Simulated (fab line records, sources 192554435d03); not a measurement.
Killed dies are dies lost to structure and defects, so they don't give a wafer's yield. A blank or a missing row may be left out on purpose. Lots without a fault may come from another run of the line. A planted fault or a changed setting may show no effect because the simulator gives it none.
A struck lot beside a sound one | flow n5_finfet | 42 steps out of a route of 1938
Sound: wafers L566.1, L566.4, L566.5. Struck: wafer L570.5. (L570.2 of the same lot was not struck and is left out.) The cause comes at the end.
At each step with rows: each side's tool, then ch and its chambers, then its first start. Under that, the readings that differ: sound wafers | struck wafers | difference of the means | sigmas: that difference in standard deviations of wafers without a fault.
alike: readings whose means differ by less than 2 such deviations, and words and numbers that are the same on both sides. not compared: withheld readings, readings that some wafer has no value for, bounds like >300 that may hide the same value, and numbers for which the record gives no deviation and whose values overlap.
The two part at a step that has a row with sigmas, a row that says differs or no value, or rows on one side only. Numbers that don't overlap but have no deviation are shown without sigmas and don't part them. A reading that every wafer of one side lacks parts them only if that side has two wafers or more.

first, 8 steps without rows for these wafers: N5_BEOL_M2_ANNEAL_51 (time 90 s); N5_BEOL_M2_CMP_52 (polishes, stops on SiOC, t overpolish 6.8 s, target thk 40 nm); N5_BEOL_M2_PRE_CLEAN_60 (time 15 s); N5_BEOL_M2_CO_CAP_55 (material Co, precursor CCTBA/H2, target thk 2 nm, time 102.1 s); N5_BEOL_M2_PRE_CLEAN_56 (time 15 s); N5_BEOL_M2_DEP_57 (deposits SiCN from 3MS/NH3, target thk 8 nm, time 14 s); N5_BEOL_M3_ILD_DEP_00 (deposits SiOC from DEMS/O2, target thk 79 nm, time 15.3 s); N5_BEOL_M3_PECVD_72 (deposits SiO2 from TEOS/O2, target thk 16 nm, time 18 s).
N5_BEOL_M3_HM_DEP_02: deposits TiN, target thk 20 nm.
  sound on pvd_sputter-03, day 8 04:46; struck on pvd_sputter-03, day 9 05:11
  reading                                    | sound        | struck | difference | sigmas
  model.TiN_of_BEOL_M3_HM_DEP_02.thk_nm (nm) | 20 20.2 20.2 | 30.8   | +10.7      |
  alike: throttle_valve_pct
then, 16 steps without rows for these wafers: N5_BEOL_M3_COAT_61 (time 60 s, resist thk 60 nm); N5_BEOL_M3_COAT_62 (time 60 s, resist thk 12 nm); N5_BEOL_M3_COAT_73 (time 60 s, resist thk 5 nm); N5_BEOL_M3_COAT_05 (resist thk 30 nm); N5_BEOL_M3_EBR_07; N5_BEOL_M3_SOFTBAKE_06 (time 60 s); N5_BEOL_M3_EXPOSE_08 (exposes mask M3); N5_BEOL_M3_PEB_09 (peb time 60 s); N5_BEOL_M3_DEVELOP_10 (develop time 30 s); N5_BEOL_M3_DESCUM_16 (chemistry O2, time 7 s); N5_BEOL_M3_ETCH_74 (etches underlayer in N2/H2, target depth 6.5 nm, time 5.2 s); N5_BEOL_M3_ETCH_63 (etches SiARC in CF4, target depth 15.6 nm, time 26 s); N5_BEOL_M3_ETCH_64 (etches SOC in N2/H2, target depth 75 nm, overetch 15 nm, time 112.5 s); N5_BEOL_M3_STRIP_65 (strips in N2/H2); N5_BEOL_M3_STRIP_75 (strips in N2/H2); N5_BEOL_M3_STRIP_66 (strips in CF4).
N5_BEOL_M3_HM_OPEN_17: chemistry Cl2/BCl3, target TiN, target depth 20 nm, overetch 6 nm.
  sound on rie_metal-02 ch 0, day 8 05:48; struck on rie_metal-01 ch 1, day 9 06:05
  reading                     | sound             | struck | difference | sigmas
  drypump_motor_current_A (A) | 5.64 5.62 5.63    | 6.35   | +0.72      | +3
  throttle_valve_pct (%)      | 22.09 22.09 22.07 | 21.65  | -0.43      | -3
  model.etch.depth_nm (nm)    | 19.98 20.12 20.28 | 26.31  | +6.18      |
  alike: oes_product_au
  not compared: rf_hours_counter_h
then, 8 steps without rows for these wafers: N5_BEOL_M3_STRIP_19 (strips in O2); N5_BEOL_M3_COAT_67 (time 60 s, resist thk 60 nm); N5_BEOL_M3_COAT_68 (time 60 s, resist thk 12 nm); N5_BEOL_M3_COAT_76 (time 60 s, resist thk 5 nm); N5_BEOL_M3_COAT_22 (resist thk 30 nm); N5_BEOL_M3_EBR_24; N5_BEOL_M3_SOFTBAKE_23 (time 60 s); N5_BEOL_M3_EXPOSE_25 (exposes mask V2, defocus 5 nm).
N5_BEOL_M3_ETCHBACK_99: etches SiO2 in CHF3, target depth 5 nm, time 10.4 s.
  sound on rie_diel-02 ch 0,1,3, day 8 07:56; struck on rie_diel-02 ch 1, day 9 08:39
  reading               | sound          | struck | difference | sigmas
  oes_product_au (a.u.) | 0.74 0.78 0.70 | 0.31   | -0.43      | -5
  alike: CHF3_flow_sccm, drypump_motor_current_A, rf_vpp_V, showerhead_plenum_p_Torr, throttle_valve_pct
  not compared: rf_hours_counter_h
N5_BEOL_M3_VIA_ETCH_34: etches the open film in C4F6/O2, target depth 69.4 nm, time 65.9 s.
  sound on rie_diel-02 ch 0,1,3, day 8 08:04; struck on rie_diel-02 ch 1, day 9 08:47
  reading               | sound          | struck | difference | sigmas
  oes_product_au (a.u.) | 0.75 0.79 0.71 | 0.30   | -0.45      | -5
  alike: drypump_motor_current_A, oes_o_777_au, rf_vpp_V, showerhead_plenum_p_Torr, throttle_valve_pct
  not compared: rf_hours_counter_h
N5_BEOL_M3_TRENCH_ETCH_37: etches SiOC in C4F6/O2, target depth 55.555 nm, time 29.2 s.
  sound on rie_diel-02 ch 0,1,3; struck on rie_diel-02 ch 1
  reading                                    | sound        | struck | difference | sigmas
  model.TiN_of_BEOL_M3_HM_DEP_02.thk_nm (nm) | 17.8 17.8 18 | 28.4   | +10.5      |
  alike: drypump_motor_current_A, oes_o_777_au, oes_product_au, rf_vpp_V, showerhead_plenum_p_Torr, throttle_valve_pct
  not compared: rf_hours_counter_h
N5_BEOL_M3_OCD_MEAS_38:
  sound on ocd-01, day 8 08:20; struck on ocd-02, day 9 09:02
  reading              | sound          | struck | difference | sigmas
  trench_depth_nm (nm) | 53.9 55.5 53.5 | 1.5    | -52.8      | -48
N5_BEOL_M3_CD_MEAS_35: target cd 18 nm, target cd y 21 nm.
  sound on cd_sem-01, day 8 08:31; struck on cd_sem-02, day 9 09:11
  not compared: cd_nm
N5_BEOL_M3_THK_MEAS_53: measures by xrf.
  sound on film_metro-02, day 8 14:44; struck on film_metro-02, day 9 13:07
  not compared: M3_THK
N5_BEOL_M4_RC_MEAS_101:
  the record has rows for the sound wafers here (prober-02 ch 0, day 9 02:42) and none for the struck ones
-- the record jumps here: 5 days lie between the struck wafers' starts before and after (it left off in module BEOL_M4 and takes up again in module PASSIVATION, whose first step shown is number 1936 of the route) --
N5_PASSIVATION_PROBE_49:
  sound on prober-02, day 13 02:31; struck on prober-01, day 14 07:13
  reading                  | sound          | struck | difference | sigmas
  defect_limited_yield (%) | 91.8 90.8 93.3 | 1.9    | -90.1      | -53
  killed_at_M0_to_M3       | 33 33 22       | 1086   | +1057      | +99 or more
  killed_dies              | 97 108 79      | 1157   | +1062      | +53
  killed_on_rim            | 11 15 9        | 131    | +119       | +30
  sort_bin_5_function (%)  | 5.6 5.5 4.0    | 95.8   | +90.8      | +83
  sort_n_pass              | 1083 1072 1101 | 23     | -1062      | -51
  sort_yield_pct (%)       | 91.8 90.8 93.3 | 1.9    | -90.1      | -53
  alike: killed_at_M4_up, killed_at_contacts, killed_at_front_end, killed_at_other, killed_open, killed_short, sort_bin_6_memory

WHERE THEY PART
First at N5_BEOL_M3_HM_OPEN_17; last, within this record, at N5_PASSIVATION_PROBE_49.

WHY: what the simulator had put in
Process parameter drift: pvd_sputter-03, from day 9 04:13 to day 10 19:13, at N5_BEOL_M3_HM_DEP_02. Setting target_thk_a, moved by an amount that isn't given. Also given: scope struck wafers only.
